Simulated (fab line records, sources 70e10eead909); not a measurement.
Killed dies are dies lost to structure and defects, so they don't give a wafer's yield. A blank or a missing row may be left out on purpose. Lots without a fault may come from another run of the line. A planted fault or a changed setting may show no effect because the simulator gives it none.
Chamber matching | flow nand_harc | NHARC_P_M1_CMP_23 on cmp-01: 4 sister chambers
The step polishes, t overpolish 20 s, target thk 157.82 nm. 8 wafers are shown with their chamber, then 8 later ones without.

WAFERS WITH THEIR CHAMBER
wafer  | chamber | time_to_endpoint_s (s) | motor_current_A (A)
L075.4 | 3       | 27                     | 11.5
L078.6 | 2       | 27                     | 12.1
L077.1 | 3       | 26                     | 11.9
L077.5 | 0       | 21                     | 11.0
L080.3 | 1       | 33                     | 12.2
L080.4 | 0       | 25                     | 11.7
L080.6 | 2       | 29                     | 11.9
L086.3 | 1       | 32                     | 12.6

WAFERS WITHOUT THEIR CHAMBER
wafer  | time_to_endpoint_s (s) | motor_current_A (A)
L086.4 | 25                     | 12.1
L086.6 | 24                     | 11.5
L088.1 | 33                     | 11.9
L088.3 | 26                     | 11.5
L088.4 | 28                     | 12.1
L094.1 | 23                     | 11.3
L094.2 | 25                     | 12.1
L094.5 | 28                     | 12.0

WHICH CHAMBER EACH WENT THROUGH
wafer  | from the rows above          | in truth
L086.4 | can't be placed: 3 or 2 or 0 | 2
L086.6 | can't be placed: 0 or 3      | 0
L088.1 | can't be placed: 1 or 2      | 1
L088.3 | can't be placed: 3 or 0 or 2 | 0
L088.4 | can't be placed: 2 or 3      | 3
L094.1 | 0                            | 0
L094.2 | can't be placed: 3 or 2 or 0 | 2
L094.5 | can't be placed: 2 or 3      | 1
Placed correctly: 1 of 8. Can't be placed from these rows: 7 (the true chamber is among the candidates in 6). Placed wrongly: 0.
How it was worked out, from the rows above alone: a wafer's distance from a chamber is the root of the sum, over the readings, of the square of ((its reading less the chamber's mean) divided by the reading's scatter). The wafer belongs to the nearest chamber; if the next one is less than 2 further off, it can't be placed. A chamber's mean is the mean of its shown wafers. The scatter: the root of (the sum of the squares of (reading less its chamber's mean) over the shown wafers, divided by (wafers less chambers)).
